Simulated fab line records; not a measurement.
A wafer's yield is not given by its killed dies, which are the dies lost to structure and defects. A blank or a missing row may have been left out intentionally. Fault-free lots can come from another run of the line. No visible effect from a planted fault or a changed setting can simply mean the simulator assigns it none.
Split-lot trial    flow n5 finfet    route with 1938 steps; 7 lots, 21 wafers read

THE SPLIT
At N5_FIN_SAQP_ETCH_65 (etches SiO2 in CF4, target depth 4 nm, time 4.4 s), the setting time s was moved away from the recipe's 4.4 s on 8 of the 21 wafers read, by -15.8% to +21.8%. For the rest of the wafers, this setting stayed at what the recipe calls for.

The reading comes from the split's own step.

THE READING
etch.depth nm (the simulator's own value, which no gauge read), in nm, at N5_FIN_SAQP_ETCH_65 (etches SiO2 in CF4, target depth 4 nm, time 4.4 s). There is no usual value for it anywhere in the file. The 13 wafers here that ran the recipe average 3.956 nm, standard deviation 0.082 nm.

wafer   tool, chamber at the split  time s as run, s  against the recipe  etch.depth nm, nm  against lot-mates on the recipe
L076.2  rie si-01, 3                4.4               recipe              4.078              -
L076.3  rie si-01, 2                4.4               recipe              3.99               -
L076.6  rie si-01, 1                4.4               recipe              3.86               -
L077.2  rie si-03, 3                4.4               recipe              3.924              -
L077.5  rie si-03, 3                4.793             +8.9%               4.267              +0.343
L077.6  rie si-03, 2                4.793             +8.9%               4.475              +0.551
L084.2  rie si-06, 0                4.4               recipe              3.884              -
L084.4  rie si-06, 2                4.943             +12.3%              4.367              +0.456
L084.6  rie si-06, 0                4.4               recipe              3.938              -
L086.1  rie si-01, 0                4.4               recipe              4.023              -
L086.3  rie si-01, 1                3.703             -15.8%              3.256              -0.767
L086.5  rie si-01, 3                3.703             -15.8%              3.418              -0.605
L087.1  rie si-01, 0                4.135             -6.0%               3.819              -0.304
L087.2  rie si-01, 3                4.4               recipe              4.123              -
L087.5  rie si-01, 1                4.135             -6.0%               3.648              -0.475
L094.1  rie si-01, 3                5.358             +21.8%              4.87               +0.965
L094.5  rie si-01, 0                4.4               recipe              3.997              -
L094.6  rie si-01, 1                4.4               recipe              3.813              -
L096.3  rie si-03, 3                4.4               recipe              3.931              -
L096.4  rie si-03, 0                4.4               recipe              3.92               -
L096.6  rie si-03, 3                4.4               recipe              3.946              -

THE FIT
A straight line over all 21 wafers: etch.depth nm changes by +0.0402 nm for each +1% of time s; r = +0.97; the points scatter about the line by 0.09 nm.
The same after taking each lot's own level away (the mean of its wafers on the recipe; 21 wafers): +0.0449 nm for each +1%; r = +0.98; scatter 0.084 nm.
That fit puts the effect of the largest move of time s on the reading at 0.98 nm.
Across the lots, their own levels run from 3.9050 to 4.1230 nm, a range of 2.6 times the standard deviation given above.
In other words, the slope is changed by the lot-to-lot level; the two fits disagree.
Check: for one of the wafers moved furthest among these (+21.8%), held out of the fit, the line's prediction against its lot-mates is +0.971 nm. Against them it came out at +0.965 nm.

ADDITIONAL SPLITS CARRIED BY THESE WAFERS
Before the reading, these wafers also passed through other splits. Each is held against what the fit with the lots' levels taken away leaves over:
other split on the same wafers             wafers away from the commonest value  r with etch.depth nm (lot level and that fit taken away)
N5_ZERO_LAYER_COAT_05 spin rpm             4                                     -0.27
N5_ZERO_LAYER_DEVELOP_10 develop time s    10                                    -0.20
N5_PMOS_HMC_CHANNEL_EPI_EXPOSE_06 dose mj  8                                     +0.16
N5_PMOS_HMC_CHANNEL_EPI_ETCH_32 bias w     8                                     -0.15
N5_FIN_SAQP_SPACER1_ALD_24 ald cycles      9                                     -0.05

THE FILE'S OWN FIT
etch.depth nm changes by +0.0441 nm for each +1% of time s, r = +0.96.
